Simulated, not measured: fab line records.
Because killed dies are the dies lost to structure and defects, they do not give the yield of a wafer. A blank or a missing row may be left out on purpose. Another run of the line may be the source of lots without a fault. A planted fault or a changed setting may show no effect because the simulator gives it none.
Matching of chambers + flow nand_harc + NHARC_P_M1_STRIP_18 on rie_diel-08 has 4 sister chambers
The step strips in N2/H2. 20 wafers are shown with their chamber, then 10 later ones without.

== WAFERS WITH THEIR CHAMBER ==
| wafer  | chamber | showerhead_plenum_p_Torr (Torr) | drypump_motor_current_A (A) | h2_flow_sccm (sccm) |
|--------|---------|---------------------------------|-----------------------------|---------------------|
| L075.1 | 0       | 1.96                            | 5.54                        | 149.7               |
| L075.2 | 3       | 1.91                            | 5.78                        | 148.9               |
| L075.4 | 2       | 2.20                            | 5.57                        | 149.5               |
| L077.3 | 0       | 1.96                            | 5.52                        | 150.4               |
| L077.5 | 1       | 2.09                            | 5.61                        | 149.7               |
| L077.6 | 0       | 1.96                            | 5.53                        | 150.2               |
| L083.2 | 2       | 2.19                            | 5.57                        | 150.3               |
| L083.4 | 1       | 2.10                            | 5.63                        | 150.5               |
| L083.6 | 3       | 1.91                            | 5.79                        | 149.1               |
| L084.2 | 1       | 2.10                            | 5.57                        | 149.7               |
| L084.4 | 0       | 1.96                            | 5.52                        | 149.6               |
| L084.6 | 1       | 2.10                            | 5.59                        | 150.0               |
| L082.1 | 2       | 2.19                            | 5.51                        | 150.1               |
| L082.4 | 1       | 2.09                            | 5.61                        | 150.3               |
| L082.5 | 3       | 1.91                            | 5.77                        | 149.4               |
| L088.1 | 1       | 2.09                            | 5.60                        | 149.8               |
| L088.5 | 2       | 2.19                            | 5.56                        | 149.9               |
| L088.6 | 1       | 2.09                            | 5.61                        | 149.7               |
| L091.1 | 2       | 2.19                            | 5.55                        | 150.4               |
| L091.2 | 0       | 1.96                            | 5.53                        | 149.7               |

SIGNATURES, as means of the wafers listed above
| reading                  | chamber 0 | chamber 1 | chamber 2 | chamber 3 | scatter within a chamber |
|--------------------------|-----------|-----------|-----------|-----------|--------------------------|
| showerhead_plenum_p_Torr | 1.9600    | 2.0943    | 2.1920    | 1.9100    | 0.00396                  |
| drypump_motor_current_A  | 5.5280    | 5.6029    | 5.5520    | 5.7800    | 0.0179                   |
| h2_flow_sccm             | 149.920   | 149.957   | 150.040   | 149.133   | 0.334                    |
Rule: for each reading, subtract the chamber's mean from the wafer's reading, divide by that reading's scatter and square the result; add these up over the readings and take the root, which gives the wafer's distance from the chamber. The wafer belongs to the nearest chamber; if the next one is less than 2 further off, it can't be placed. How the scatter is found: for the shown wafers, subtract from each reading the mean of its chamber, square and add these, divide the total by (wafers less chambers), then take the root.

== WAFERS WHOSE CHAMBER IS MISSING ==
| wafer  | showerhead_plenum_p_Torr (Torr) | drypump_motor_current_A (A) | h2_flow_sccm (sccm) |
|--------|---------------------------------|-----------------------------|---------------------|
| L091.3 | 1.91                            | 5.79                        | 150.1               |
| L090.3 | 2.09                            | 5.61                        | 150.1               |
| L090.4 | 1.96                            | 5.53                        | 150.1               |
| L090.6 | 2.19                            | 5.56                        | 150.2               |
| L093.2 | 1.91                            | 5.80                        | 149.8               |
| L093.3 | 2.19                            | 5.56                        | 149.7               |
| L093.5 | 1.96                            | 5.50                        | 149.9               |
| L095.2 | 1.96                            | 5.52                        | 150.0               |
| L095.5 | 1.96                            | 5.52                        | 150.8               |
| L095.6 | 2.09                            | 5.63                        | 149.9               |

== CHAMBER TAKEN BY EACH ==
| wafer  | from the rows above | in truth |
|--------|---------------------|----------|
| L091.3 | 3                   | 3        |
| L090.3 | 1                   | 1        |
| L090.4 | 0                   | 0        |
| L090.6 | 2                   | 2        |
| L093.2 | 3                   | 3        |
| L093.3 | 2                   | 2        |
| L093.5 | 0                   | 0        |
| L095.2 | 0                   | 0        |
| L095.5 | 0                   | 0        |
| L095.6 | 1                   | 1        |
10 of 10 placed correctly. Left unplaced by these rows: 0. Wrongly placed: 0.
